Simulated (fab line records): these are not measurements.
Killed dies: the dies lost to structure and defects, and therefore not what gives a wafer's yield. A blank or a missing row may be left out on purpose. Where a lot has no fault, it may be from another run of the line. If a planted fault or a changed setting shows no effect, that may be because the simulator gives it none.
fab line records	flow nand-harc
record lots=7	wafers=21	last-day=27
route steps=1159 shown A_SLIT@783 END@1159
lots with no fault: from the same line, run without faults
start-h: the number of hours between the record's first day and the start of the first shown wafer of the lot	wait-h: hours elapsed since this lot's preceding step	" identical to the entry in the row above	L1.1+2: one row covering several wafers at once	- no value, or no start was given	* or withheld: withheld	< > ~ a bound
route shown NAME@n: names a module that has steps shown in the file, with the first one's number in the route	usual: mean/standard deviation taken from wafers without a fault	same: alike in all rows	chamber/n: place in a boat	sites: per-site readings	_std_site: standard deviation across them	_edge_site: the outer-site mean with the inner-site mean subtracted	radius-mm: for every site, how far away it sits from the centre of the wafer	mask NAME#n: copy n	behind: the most recent tool/chamber to have shaped the wafer	hold: why the lot went on hold/how many hours it stayed there/how the hold came to an end	device: which transistor (n, p or np) failed to switch	end of line: at the end of the route, the tests of the same wafers	step lacking rows: just its recipe	killed: not the wafer's yield, but the dies lost to structure and defects at the first sort	map: dies across one wafer; x = killed, . = not, _ = none there
set.NAME: the setting the step ran with; set.NAME@STEP: the setting that earlier step ran with	model.NAME: the simulator's own value behind a step, which no gauge read
lots seen at some steps along the route; tables by step, rows by wafer
services: from which hour (start-h, from the record's first day; less than 0 if before it) a tool's chamber was out of use, for how many hours, and why
## steps
# step NHARC_A_SLIT_HMDS_02
# recipe time-s=30
# step NHARC_A_SLIT_COAT_03
# recipe spin-rpm=1500	resist-thk-nm=90
# step NHARC_A_SLIT_SOFTBAKE_04
# recipe temp-c=105	time-s=55
# step NHARC_A_SLIT_EBR_05
# step NHARC_A_SLIT_EXPOSE_06
# recipe na=1.35	dose-mj=60.82	mask-id=SLIT
# step NHARC_A_SLIT_PEB_07
# recipe peb-temp-c=100	peb-time-s=65
# step NHARC_A_SLIT_DEVELOP_08
# recipe develop-time-s=35	dev-temp-c=23
# step NHARC_A_SLIT_CD_MEAS_09
# recipe target-cd-nm=300	landing-energy-ev=500
# usual cd-nm=300.0/0.48
# same landing-energy-ev=500
lot.wafer	tool	chamber	start-h	wait-h	cd-nm
L734.1	cd-sem-01	0	336.07	-	300.0
L734.4	"	0	"	"	299.8
L734.5	"	0	"	"	299.6
L741.1	cd-sem-01	0	375.06	-	299.8
L741.3	"	0	"	"	299.9
L741.5	"	0	"	"	300.5
L745.1	cd-sem-01	0	386.24	-	300.3
L745.3	"	0	"	"	300.2
L745.5	"	0	"	"	299.5
L746.1	cd-sem-03	0	404.65	-	299.9
L746.2	"	0	"	"	299.9
L746.3	"	0	"	"	299.5
L748.1	cd-sem-01	0	405.26	-	300.1
L748.4	"	0	"	"	300.2
L748.5	"	0	"	"	299.2
L753.2	cd-sem-03	0	482.08	-	299.5
L753.3	"	0	"	"	300.4
L753.4	"	0	"	"	299.9
L754.3	cd-sem-02	0	494.60	-	299.5
L754.4	"	0	"	"	299.1
L754.5	"	0	"	"	300.0
# step NHARC_A_SLIT_OVL_MEAS_10
# usual overlay-x-nm=-0.1/0.74	overlay-y-nm=0.0/0.69
lot.wafer	tool	chamber	start-h	wait-h	overlay-x-nm	overlay-y-nm
L734.1	overlay-02	-	336.16	-	-0.7	0.1
L734.4	"	-	"	"	-0.9	0.0
L734.5	"	-	"	"	-1.1	0.7
L741.1	overlay-02	-	375.15	-	-0.3	0.4
L741.3	"	-	"	"	-0.6	0.4
L741.5	"	-	"	"	-1.0	0.0
L745.1	overlay-01	-	386.33	-	-0.6	-0.4
L745.3	"	-	"	"	0.0	-0.8
L745.5	"	-	"	"	-0.1	-0.2
L746.1	overlay-01	-	404.74	-	1.8	-1.2
L746.2	"	-	"	"	1.5	-1.1
L746.3	"	-	"	"	1.5	-1.1
L748.1	overlay-01	-	405.35	-	0.1	1.1
L748.4	"	-	"	"	-0.1	0.9
L748.5	"	-	"	"	0.1	1.4
L753.2	overlay-02	-	482.17	-	0.8	1.3
L753.3	"	-	"	"	0.2	0.4
L753.4	"	-	"	"	1.0	0.5
L754.3	overlay-02	-	494.68	-	-0.5	-0.3
L754.4	"	-	"	"	-0.4	-1.0
L754.5	"	-	"	"	-0.5	-1.0
# step NHARC_A_SLIT_INSPECT_11
# usual raw-defect-count=23/11
lot.wafer	tool	chamber	start-h	wait-h	raw-defect-count
L734.1	defect-inspect-02	-	336.19	0.0	43
L734.4	"	-	"	"	37
L734.5	"	-	"	"	38
L741.1	defect-inspect-02	-	375.19	0.0	34
L741.3	"	-	"	"	31
L741.5	"	-	"	"	26
L745.1	defect-inspect-02	-	386.37	0.0	19
L745.3	"	-	"	"	25
L745.5	"	-	"	"	13
L746.1	defect-inspect-01	-	404.78	0.0	27
L746.2	"	-	"	"	27
L746.3	"	-	"	"	30
L748.1	defect-inspect-01	-	405.38	0.0	9
L748.4	"	-	"	"	17
L748.5	"	-	"	"	14
L753.2	defect-inspect-02	-	482.20	0.0	12
L753.3	"	-	"	"	19
L753.4	"	-	"	"	20
L754.3	defect-inspect-01	-	494.72	0.0	14
L754.4	"	-	"	"	21
L754.5	"	-	"	"	10
# step NHARC_A_SLIT_DESCUM_14
# recipe time-s=3	o2-flow-sccm=200	ar-flow-sccm=0	bias-power-w=0	chemistry=O2
# usual drypump-motor-current-A=5.8/0.43	oes-product-au=1.003/0.0071	rf-vpp-V=57.8/0.87	showerhead-plenum-p-Torr=1.92/0.078	throttle-valve-pct=11.312/0.0093
lot.wafer	tool	chamber	start-h	wait-h	drypump-motor-current-A	oes-product-au	rf-hours-counter-h	rf-vpp-V	showerhead-plenum-p-Torr	throttle-valve-pct
L734.1	rie-diel-10	1	336.26	0.1	5.3	1.010	9	57.3	1.92	11.320
L734.4	"	3	"	"	6.6	1.000	11	57.4	1.84	11.322
L734.5	"	1	"	"	5.3	1.005	-	58.5	1.92	11.319
L741.1	rie-diel-02	0	375.27	0.1	6.0	0.999	2	57.9	1.87	11.308
L741.3	"	1	"	"	5.5	1.014	2	58.6	2.05	11.311
L741.5	"	2	"	"	5.8	0.998	-	58.4	2.06	11.303
L745.1	rie-diel-10	2	386.44	0.1	6.4	1.002	2	56.4	1.87	11.306
L745.3	"	3	"	"	6.6	0.998	1	58.0	1.84	11.306
L745.5	"	2	"	"	6.4	0.999	-	57.8	1.87	11.315
L746.3	rie-diel-10	1	404.84	0.1	5.3	0.999	3	58.0	1.92	11.310
L746.1	"	2	"	"	6.4	1.008	4	57.4	1.87	11.325
L746.2	"	3	"	"	6.6	1.002	2	57.0	1.84	11.314
L748.1	rie-diel-02	2	405.46	0.1	5.8	0.997	4	57.8	2.06	11.318
L748.4	"	3	"	"	5.5	0.996	4	57.8	1.87	11.296
L748.5	"	1	"	"	5.5	1.004	-	58.8	2.05	11.333
L753.4	rie-diel-10	0	482.27	0.1	6.1	1.004	6	58.2	1.99	11.307
L753.2	"	1	"	"	5.3	1.008	7	57.9	1.92	11.308
L753.3	"	2	"	"	6.4	0.999	8	57.3	1.86	11.299
L754.3	rie-diel-02	0	494.78	0.1	6.1	1.006	10	58.7	1.87	11.307
L754.5	"	0	"	"	6.0	1.007	-	58.1	1.87	11.304
L754.4	"	3	"	"	5.5	1.004	-	58.0	1.87	11.311
# step NHARC_A_SLIT_ETCH_24
# recipe target-depth-a=1210	time-s=60.5	cf4-flow-sccm=100	chf3-flow-sccm=30	ar-flow-sccm=0	rf-w=500	bias-w=200	chemistry=CF4/CHF3
# usual bias-w=200.0/0.67	cf4-flow-sccm=100.0/0.31	drypump-motor-current-A=5.8/0.44	oes-product-au=0.959/0.019	rf-vpp-V=370.8/2.2	showerhead-plenum-p-Torr=1.58/0.061	throttle-valve-pct=16.803/0.0099
lot.wafer	tool	chamber	start-h	wait-h	bias-w	cf4-flow-sccm	drypump-motor-current-A	oes-product-au	rf-hours-counter-h	rf-vpp-V	showerhead-plenum-p-Torr	throttle-valve-pct
L734.4	rie-diel-10	2	336.35	0.1	200.1	99.9	6.4	0.931	9	369.6	1.54	16.795
L734.1	"	3	"	"	199.7	99.7	6.5	0.930	11	367.8	1.52	16.794
L734.5	"	1	"	"	201.1	100.4	5.3	0.930	-	372.4	1.58	16.806
L741.1	rie-diel-02	2	375.35	0.1	199.7	99.8	5.8	0.966	2	373.5	1.69	16.822
L741.3	"	3	"	"	200.3	100.0	5.5	0.958	3	368.7	1.54	16.795
L741.5	"	1	"	"	200.6	100.2	5.5	0.988	-	375.1	1.68	16.826
L745.3	rie-diel-10	1	387.01	0.5	200.1	100.5	5.3	0.919	2	372.0	1.58	16.799
L745.1	"	2	"	"	200.4	100.3	6.4	0.930	2	367.8	1.54	16.790
L745.5	"	2	"	"	200.2	100.2	6.4	0.924	-	369.0	1.54	16.808
L746.2	rie-diel-10	0	404.93	0.1	200.3	99.7	6.1	0.926	2	371.7	1.64	16.808
L746.1	"	1	"	"	201.1	100.3	5.3	0.960	3	370.6	1.58	16.792
L746.3	"	2	"	"	199.9	100.4	6.4	0.963	4	368.7	1.54	16.815
L748.4	rie-diel-02	2	405.54	0.1	201.6	100.4	5.8	0.976	4	373.4	1.68	16.814
L748.1	"	3	"	"	199.4	100.2	5.5	0.974	4	369.9	1.54	16.815
L748.5	"	2	"	"	201.1	100.2	5.8	0.968	-	374.1	1.69	16.794
L753.3	rie-diel-10	2	482.35	0.1	199.9	100.2	6.4	0.975	8	369.1	1.53	16.805
L753.2	"	0	"	"	200.3	99.7	6.1	0.972	6	373.8	1.64	16.798
L753.4	"	1	"	"	199.7	99.9	5.3	0.966	7	370.1	1.58	16.794
L754.3	rie-diel-02	0	494.88	0.1	199.6	100.6	6.0	0.965	10	369.3	1.54	16.799
L754.4	"	0	"	"	198.7	100.6	6.0	0.963	-	368.7	1.54	16.782
L754.5	"	3	"	"	200.6	99.7	5.5	0.957	-	371.9	1.54	16.812
# step NHARC_A_SLIT_ETCH_15
# recipe target-depth-a=32000	over-etch-frac=0.3	time-s=832	ion-energy-ev=150	o2-flow-sccm=400	cos-flow-sccm=20	ar-flow-sccm=0	rf-w=500	bias-w=300	chemistry=O2/COS
# usual bias-w=299.8/0.96	chamber-pressure-mTorr=20.000/0.019	drypump-motor-current-A=5.8/0.44	oes-product-au=1.003/0.0078	rf-vpp-V=314.2/1.9	showerhead-plenum-p-Torr=3.13/0.12	throttle-valve-pct=28.330/0.0087
lot.wafer	tool	chamber	start-h	wait-h	bias-w	chamber-pressure-mTorr	drypump-motor-current-A	oes-product-au	rf-hours-counter-h	rf-vpp-V	showerhead-plenum-p-Torr	throttle-valve-pct
L734.4	rie-diel-10	0	336.43	-	298.5	20.004	6.1	0.998	11	315.3	3.25	28.325
L734.1	"	2	"	"	299.9	20.021	6.4	1.000	9	314.7	3.05	28.323
L734.5	"	0	"	"	298.8	19.957	6.1	0.999	-	316.0	3.25	28.321
L741.3	rie-diel-02	1	375.42	-	299.7	19.989	5.5	1.012	2	315.8	3.33	28.330
L741.1	"	2	"	"	300.7	20.021	5.8	1.004	2	317.6	3.34	28.329
L741.5	"	2	"	"	301.1	19.996	5.8	1.013	-	316.6	3.34	28.331
L745.3	rie-diel-10	1	387.20	-	-	-	-	-	-	-	-	-
L745.1	"	2	"	"	-	-	-	-	-	-	-	-
L745.5	"	3	"	"	-	-	-	-	-	-	-	-
L746.1	rie-diel-10	2	405.02	-	-	-	-	-	-	-	-	-
L746.2	"	3	"	"	-	-	-	-	-	-	-	-
L746.3	"	0	"	"	-	-	-	-	-	-	-	-
L748.4	rie-diel-02	3	405.68	-	-	-	-	-	-	-	-	-
L748.1	"	1	"	"	-	-	-	-	-	-	-	-
L748.5	"	3	"	"	-	-	-	-	-	-	-	-
L753.3	rie-diel-10	1	482.44	-	301.1	19.998	5.3	0.989	8	313.3	3.13	28.328
L753.2	"	2	"	"	300.6	19.962	6.4	0.985	8	312.7	3.05	28.310
L753.4	"	3	"	"	300.8	20.002	6.6	1.004	7	312.1	3.00	28.327
L754.3	rie-diel-02	0	495.14	-	299.4	19.982	6.0	1.006	10	312.6	3.05	28.335
L754.4	"	3	"	"	299.1	19.999	5.5	0.988	-	313.2	3.06	28.329
L754.5	"	0	"	"	299.4	20.009	6.0	1.001	-	311.8	3.05	28.339
# step NHARC_A_SLIT_ETCH_17
# recipe bias-v=900	source-w=withheld	pressure-mtorr=20	ar-flow-sccm=375	c4f8-flow-sccm=83.3	o2-flow-sccm=41.7	time-s=1687.5	target-depth-a=1.01e+05	chemistry=C4F8/O2/Ar
# usual c4f8-flow-sccm=83.27/0.29	chamber-pressure-mTorr=20.000/0.019	drypump-motor-current-A=5.2/0.42	he-backside-leak-sccm=5.7/0.34	showerhead-plenum-p-Torr=3.68/0.11	throttle-valve-pct=32.045/0.0086
lot.wafer	tool	chamber	start-h	wait-h	c4f8-flow-sccm	chamber-pressure-mTorr	drypump-motor-current-A	he-backside-leak-sccm	rf-hours-counter-h	showerhead-plenum-p-Torr	throttle-valve-pct
L734.1	har-etch-02	0	337.03	-	83.16	19.978	4.8	5.6	168	3.84	32.036
L734.4	"	1	"	"	83.20	19.975	5.9	5.8	-	3.58	32.028
L734.5	"	1	"	"	83.01	19.996	6.0	5.8	-	3.58	32.037
L741.1	har-etch-01	1	380.21	-	83.21	20.031	5.0	5.4	31	3.58	32.041
L741.3	"	0	"	"	83.16	20.009	5.2	5.9	-	3.74	32.061
L741.5	"	0	"	"	82.55	20.025	5.2	5.8	-	3.74	32.027
L745.1	har-etch-02	0	388.76	-	83.62	20.013	4.8	5.5	190	3.83	32.049
L745.3	"	0	"	"	83.38	19.996	4.8	5.7	-	3.83	32.036
L745.5	"	1	"	"	83.13	20.001	6.0	5.7	-	3.57	32.046
L746.1	har-etch-01	0	405.61	-	82.78	19.982	5.2	5.7	40	3.74	32.058
L746.2	"	1	"	"	83.33	20.058	5.0	5.7	40	3.57	32.041
L746.3	"	0	"	"	82.76	20.014	5.2	5.8	-	3.74	32.037
L748.1	har-etch-02	0	406.46	-	83.55	20.002	4.8	5.8	191	3.83	32.043
L748.4	"	1	"	"	83.13	20.009	5.9	6.0	-	3.57	32.051
L748.5	"	0	"	"	83.50	19.996	4.8	5.8	-	3.83	32.033
L753.2	har-etch-01	0	484.58	-	83.52	19.987	5.2	5.6	69	3.72	32.046
L753.3	"	1	"	"	83.22	19.999	5.0	5.6	-	3.56	32.043
L753.4	"	0	"	"	83.32	19.983	5.2	5.6	-	3.72	32.052
L754.4	har-etch-02	0	500.83	-	82.93	20.004	4.8	5.8	-	3.81	32.052
L754.3	"	1	"	"	83.59	19.986	5.9	5.8	-	3.55	32.049
L754.5	"	0	"	"	83.44	20.022	4.8	6.0	-	3.81	32.042
# step NHARC_END_SORT_01
# recipe temp-c=25
# usual killed-at-array=28/11	killed-at-other=0.9/1.2	killed-at-periphery=2.6/2.1	killed-dies=31/11	killed-open=3.1/1.7	killed-short=1.9/1.3
# same gross-dies=677
lot.wafer	tool	chamber	start-h	wait-h	killed-at-array	killed-at-other	killed-at-periphery	killed-dies	killed-open	killed-short
L734.1	prober-01	0	491.82	2.5	40	2	2	44	2	2
L734.4	prober-01	0	494.29	3.5	36	3	2	41	4	1
L734.5	prober-01	0	495.11	3.8	35	2	3	40	2	1
L741.1	prober-01	0	564.63	2.5	33	1	4	38	3	3
L741.3	prober-01	0	566.23	3.1	32	0	1	33	3	1
L741.5	prober-01	0	567.83	3.7	33	1	0	34	6	4
L745.1	prober-01	0	593.59	2.5	675	1	1	677	3	0
L745.3	prober-01	0	595.20	3.1	676	0	1	677	4	3
L745.5	prober-01	0	596.82	3.7	674	0	3	677	6	2
L748.1	prober-02	0	598.41	2.5	673	1	3	677	2	1
L748.4	prober-02	0	600.79	3.4	675	0	2	677	4	2
L748.5	prober-02	0	601.58	3.7	670	4	3	677	3	2
L746.1	prober-01	0	601.47	2.5	671	1	5	677	5	2
L746.2	prober-01	0	602.28	2.8	674	1	2	677	3	4
L746.3	prober-01	0	603.09	3.1	674	0	3	677	2	3
L753.2	prober-02	0	622.48	2.8	18	0	6	24	3	0
L753.3	prober-02	0	623.28	3.1	14	0	8	22	4	2
L753.4	prober-02	0	624.08	3.4	19	0	3	22	2	0
L754.3	prober-02	0	646.53	3.1	36	0	2	38	4	3
L754.4	prober-02	0	647.33	3.4	35	1	1	37	3	2
L754.5	prober-02	0	648.13	3.7	29	4	5	38	7	3
# killed by level:class
L734.1 A_CHANNEL_HOLE_D1:chamber-film-flake=14 A_STAIRCASE:chamber-film-flake=7 A_SLIT:chamber-film-flake=5 A_CHANNEL_FILL_D1:chamber-film-flake=5 A_CONTACT:chamber-film-flake=3 A_BLC:chamber-film-flake=3 THIN_TSV:chamber-film-flake=2 P_GATE:geometric-particle:short=1
L734.4 A_CHANNEL_HOLE_D1:chamber-film-flake=14 A_STAIRCASE:chamber-film-flake=9 A_SLIT:chamber-film-flake=5 THIN_TSV:chamber-film-flake=3 A_CHANNEL_FILL_D1:chamber-film-flake=2 A_CONTACT:chamber-film-flake=2 P_GATE:geometric-particle:open=1 A_CHANNEL_HOLE_D1:geometric-particle:short=1
L734.5 A_CHANNEL_HOLE_D1:chamber-film-flake=15 A_STAIRCASE:chamber-film-flake=7 A_SLIT:chamber-film-flake=4 P_ZERO_WELL:chamber-film-flake=2 A_CHANNEL_FILL_D1:chamber-film-flake=2 A_CONTACT:chamber-film-flake=2 THIN_TSV:chamber-film-flake=2 A_CHANNEL_HOLE_D1:geometric-particle:open=1
L741.1 A_CHANNEL_HOLE_D1:chamber-film-flake=18 A_CONTACT:chamber-film-flake=6 A_CHANNEL_FILL_D1:chamber-film-flake=3 A_CHANNEL_FILL_D1:geometric-particle:short=2 P_M1:chamber-film-flake=2 P_M0:geometric-particle:open=1 A_ONON_D1:geometric-particle:short=1 A_ONON_D1:geometric-particle:open=1
L741.3 A_CHANNEL_HOLE_D1:chamber-film-flake=17 A_CONTACT:chamber-film-flake=8 A_CONTACT:geometric-particle:open=2 A_STAIRCASE:chamber-film-flake=2 P_CONTACT:geometric-particle:open=1 A_CHANNEL_HOLE_D1:geometric-particle:short=1 A_ZERO_WELL:chamber-film-flake=1 A_CHANNEL_FILL_D1:chamber-film-flake=1
L741.5 A_CHANNEL_HOLE_D1:chamber-film-flake=18 A_CONTACT:geometric-particle:open=3 A_CONTACT:chamber-film-flake=3 A_ONON_D1:geometric-particle:open=2 A_CHANNEL_HOLE_D1:geometric-particle:open=1 A_CHANNEL_FILL_D1:geometric-particle:short=1 A_WL_FILL:geometric-particle:short=1 A_CONTACT:geometric-particle:short=1
L745.1 A_SLIT:area-etch=645 A_SLIT:chamber-film-flake=12 A_CHANNEL_HOLE_D1:chamber-film-flake=10 A_CONTACT:geometric-particle:open=3 A_CHANNEL_FILL_D1:chamber-film-flake=3 P_M2:chamber-film-flake=1 A_ZERO_WELL:chamber-film-flake=1 A_STAIRCASE:chamber-film-flake=1
L745.3 A_SLIT:area-etch=644 A_CHANNEL_HOLE_D1:chamber-film-flake=9 A_SLIT:chamber-film-flake=8 A_CHANNEL_FILL_D1:chamber-film-flake=3 A_CHANNEL_FILL_D1:geometric-particle:open=2 A_WL_FILL:chamber-film-flake=2 A_CONTACT:chamber-film-flake=2 P_CONTACT:geometric-particle:open=1
L745.5 A_SLIT:area-etch=649 A_SLIT:chamber-film-flake=11 A_CHANNEL_HOLE_D1:chamber-film-flake=3 A_CHANNEL_FILL_D1:geometric-particle:open=2 A_CHANNEL_FILL_D1:chamber-film-flake=2 A_CONTACT:chamber-film-flake=2 P_CONTACT:geometric-particle:open=1 P_M0:geometric-particle:short=1
L748.1 A_SLIT:area-etch=659 A_SLIT:chamber-film-flake=5 A_CONTACT:chamber-film-flake=5 P_CONTACT:geometric-particle:open=2 A_CHANNEL_HOLE_D1:chamber-film-flake=2 A_WL_FILL:geometric-particle:short=1 P_BONDPAD:chamber-film-flake=1 A_M0:chamber-film-flake=1
L748.4 A_SLIT:area-etch=645 A_SLIT:chamber-film-flake=14 A_CHANNEL_HOLE_D1:chamber-film-flake=6 A_CONTACT:chamber-film-flake=5 A_SGD_CUT:geometric-particle:open=2 P_M0:geometric-particle:short=1 P_M1:geometric-particle:open=1 A_CONTACT:geometric-particle:open=1
L746.1 A_SLIT:area-etch=639 A_CHANNEL_HOLE_D1:chamber-film-flake=19 P_M1:chamber-film-flake=4 A_M1:chamber-film-flake=3 A_CONTACT:geometric-particle:open=2 A_CONTACT:chamber-film-flake=2 A_ONON_D1:geometric-particle:short=1 A_SGD_CUT:geometric-particle:open=1
L748.5 A_SLIT:area-etch=651 A_SLIT:chamber-film-flake=9 A_CONTACT:chamber-film-flake=5 THIN_TSV:chamber-film-flake=4 P_CONTACT:geometric-particle:open=2 A_CHANNEL_FILL_D1:geometric-particle:short=2 A_CHANNEL_HOLE_D1:chamber-film-flake=2 A_CONTACT:geometric-particle:open=1
L746.2 A_SLIT:area-etch=639 A_CHANNEL_HOLE_D1:chamber-film-flake=18 A_M1:chamber-film-flake=6 A_CONTACT:chamber-film-flake=3 P_M1:chamber-film-flake=2 A_STAIRCASE:chamber-film-flake=2 A_ONON_D1:geometric-particle:open=1 A_CHANNEL_FILL_D1:geometric-particle:short=1
L746.3 A_SLIT:area-etch=640 A_CHANNEL_HOLE_D1:chamber-film-flake=18 A_M1:chamber-film-flake=6 A_CONTACT:chamber-film-flake=3 P_M1:chamber-film-flake=2 A_STAIRCASE:chamber-film-flake=2 P_CONTACT:geometric-particle:short=1 A_ONON_D1:geometric-particle:short=1
L753.2 A_CHANNEL_HOLE_D1:chamber-film-flake=5 A_STAIRCASE:chamber-film-flake=5 A_CONTACT:chamber-film-flake=5 P_GATE:chamber-film-flake=3 P_M1:chamber-film-flake=2 P_M1:geometric-particle:open=1 A_BLC:geometric-particle:open=1 A_M0:geometric-particle:open=1
L753.3 A_STAIRCASE:chamber-film-flake=6 A_CHANNEL_HOLE_D1:chamber-film-flake=4 P_CONTACT:geometric-particle:open=3 P_M1:chamber-film-flake=3 P_GATE:geometric-particle:open=1 P_M0:geometric-particle:short=1 A_WL_FILL:geometric-particle:short=1 A_SLIT:chamber-film-flake=1
L753.4 A_STAIRCASE:chamber-film-flake=9 A_CHANNEL_HOLE_D1:chamber-film-flake=5 A_CONTACT:chamber-film-flake=4 P_M1:chamber-film-flake=2 P_GATE:geometric-particle:open=1 A_CONTACT:geometric-particle:open=1
L754.3 A_SLIT:chamber-film-flake=15 A_CONTACT:chamber-film-flake=5 A_CHANNEL_HOLE_D1:chamber-film-flake=4 A_STAIRCASE:chamber-film-flake=4 A_WL_FILL:chamber-film-flake=2 P_M0:geometric-particle:open=1 A_CHANNEL_FILL_D1:geometric-particle:short=1 A_CHANNEL_FILL_D1:geometric-particle:open=1
L754.4 A_SLIT:chamber-film-flake=15 A_CHANNEL_HOLE_D1:chamber-film-flake=10 A_STAIRCASE:chamber-film-flake=3 A_WL_FILL:chamber-film-flake=2 P_M0:geometric-particle:open=1 A_ONON_D1:geometric-particle:short=1 A_ONON_D1:geometric-particle:open=1 A_WL_FILL:geometric-particle:short=1
L754.5 A_SLIT:chamber-film-flake=17 A_CHANNEL_HOLE_D1:chamber-film-flake=4 THIN_TSV:chamber-film-flake=4 P_M0:geometric-particle:short=3 A_M0:geometric-particle:open=2 A_STAIRCASE:chamber-film-flake=2 P_CONTACT:geometric-particle:open=1 P_M0:geometric-particle:open=1
# map L745.1 (x killed, . not)
____________x____________
_________xxxxxxx_________
_______xxxxxxxxxxx_______
______xxxxxxxxxxxxx______
_____xxxxxxxxxxxxxxx_____
____xxxxxxxxxxxxxxxxx____
____xxxxxxxxxxxxxxxxx____
___xxxxxxxxxxxxxxxxxxx___
___xxxxxxxxxxxxxxxxxxx___
__xxxxxxxxxxxxxxxxxxxxx__
__xxxxxxxxxxxxxxxxxxxxx__
_xxxxxxxxxxxxxxxxxxxxxxx_
_xxxxxxxxxxxxxxxxxxxxxxx_
_xxxxxxxxxxxxxxxxxxxxxxx_
_xxxxxxxxxxxxxxxxxxxxxxx_
_xxxxxxxxxxxxxxxxxxxxxxx_
xxxxxxxxxxxxxxxxxxxxxxxxx
xxxxxxxxxxxxxxxxxxxxxxxxx
xxxxxxxxxxxxxxxxxxxxxxxxx
xxxxxxxxxxxxxxxxxxxxxxxxx
xxxxxxxxxxxxxxxxxxxxxxxxx
_xxxxxxxxxxxxxxxxxxxxxxx_
_xxxxxxxxxxxxxxxxxxxxxxx_
_xxxxxxxxxxxxxxxxxxxxxxx_
_xxxxxxxxxxxxxxxxxxxxxxx_
_xxxxxxxxxxxxxxxxxxxxxxx_
__xxxxxxxxxxxxxxxxxxxxx__
__xxxxxxxxxxxxxxxxxxxxx__
___xxxxxxxxxxxxxxxxxxx___
___xxxxxxxxxxxxxxxxxxx___
____xxxxxxxxxxxxxxxxx____
____xxxxxxxxxxxxxxxxx____
_____xxxxxxxxxxxxxxx_____
______xxxxxxxxxxxxx______
_______xxxxxxxxxxx_______
_________xxxxxxx_________
____________x____________
# map L746.1 (x killed, . not)
____________x____________
_________xxxxxxx_________
_______xxxxxxxxxxx_______
______xxxxxxxxxxxxx______
_____xxxxxxxxxxxxxxx_____
____xxxxxxxxxxxxxxxxx____
____xxxxxxxxxxxxxxxxx____
___xxxxxxxxxxxxxxxxxxx___
___xxxxxxxxxxxxxxxxxxx___
__xxxxxxxxxxxxxxxxxxxxx__
__xxxxxxxxxxxxxxxxxxxxx__
_xxxxxxxxxxxxxxxxxxxxxxx_
_xxxxxxxxxxxxxxxxxxxxxxx_
_xxxxxxxxxxxxxxxxxxxxxxx_
_xxxxxxxxxxxxxxxxxxxxxxx_
_xxxxxxxxxxxxxxxxxxxxxxx_
xxxxxxxxxxxxxxxxxxxxxxxxx
xxxxxxxxxxxxxxxxxxxxxxxxx
xxxxxxxxxxxxxxxxxxxxxxxxx
xxxxxxxxxxxxxxxxxxxxxxxxx
xxxxxxxxxxxxxxxxxxxxxxxxx
_xxxxxxxxxxxxxxxxxxxxxxx_
_xxxxxxxxxxxxxxxxxxxxxxx_
_xxxxxxxxxxxxxxxxxxxxxxx_
_xxxxxxxxxxxxxxxxxxxxxxx_
_xxxxxxxxxxxxxxxxxxxxxxx_
__xxxxxxxxxxxxxxxxxxxxx__
__xxxxxxxxxxxxxxxxxxxxx__
___xxxxxxxxxxxxxxxxxxx___
___xxxxxxxxxxxxxxxxxxx___
____xxxxxxxxxxxxxxxxx____
____xxxxxxxxxxxxxxxxx____
_____xxxxxxxxxxxxxxx_____
______xxxxxxxxxxxxx______
_______xxxxxxxxxxx_______
_________xxxxxxx_________
____________x____________
## services
tool	chamber	start-h	hours	kind
rie-diel-02	-	317.42	0.2	repair
rie-diel-02	-	327.70	9.0	pm
rie-diel-10	0	332.83	-	clean
rie-diel-10	1	332.83	-	clean
rie-diel-10	2	332.83	-	clean
rie-diel-10	3	332.83	-	clean
rie-diel-10	-	353.50	9.0	pm
rie-diel-10	0	353.50	9.0	vent-cycle
rie-diel-10	1	353.50	9.0	vent-cycle
rie-diel-10	2	353.50	9.0	vent-cycle
rie-diel-10	3	353.50	9.0	vent-cycle
rie-diel-02	0	355.77	4.1	repair
rie-diel-10	0	362.50	-	clean
rie-diel-10	1	362.50	-	clean
rie-diel-10	2	362.50	-	clean
rie-diel-10	3	362.50	-	clean
rie-diel-10	3	363.43	4.6	repair
har-etch-02	-	371.92	11.2	repair
rie-diel-10	0	384.84	18.7	repair
rie-diel-02	0	390.65	4.1	repair
rie-diel-02	2	390.86	6.6	repair
rie-diel-10	3	462.85	1.3	repair
har-etch-02	-	481.30	4.0	repair
rie-diel-02	2	491.92	5.7	repair
## key
first-sign step=NHARC_A_SLIT_ETCH_15	reading=tool-record	direction=missing
effect step=NHARC_END_SORT_01	reading=killed-at-array	direction=up	sigmas=60	usual=28	struck=674
more-kills-born-at NHARC_A_SLIT_ETCH_15@rie-diel-10=3856	NHARC_A_SLIT_ETCH_15@rie-diel-02=1955
met-at NHARC_A_SLIT_ETCH_15
struck-wafers L745.1,L745.3,L745.5,L746.1,L746.2,L746.3,L748.1,L748.4,L748.5
later-rows-left-out L745.1,L745.3,L745.5,L746.1,L746.2,L746.3,L748.1,L748.4,L748.5
tester-left-out L745,L746,L748
onset-between 375.42 387.20
fault kind=skipped-step-whole	tool=rie-diel-02,rie-diel-10	chamber=-	onset-h=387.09	steps=NHARC_A_SLIT_ETCH_15	scope=struck-lots-only
# tester-left-out: of these lots the tester's yield and bins aren't shown, on N5 and GAA mostly nor the transistor test; their killed dies are dies lost to structure and defects alone, not to doping, threshold or leakage, so they don't give the yield
# later-rows-left-out: the simulator's readings of these wafers behind a module that went badly wrong aren't trusted and aren't shown, but for the sort
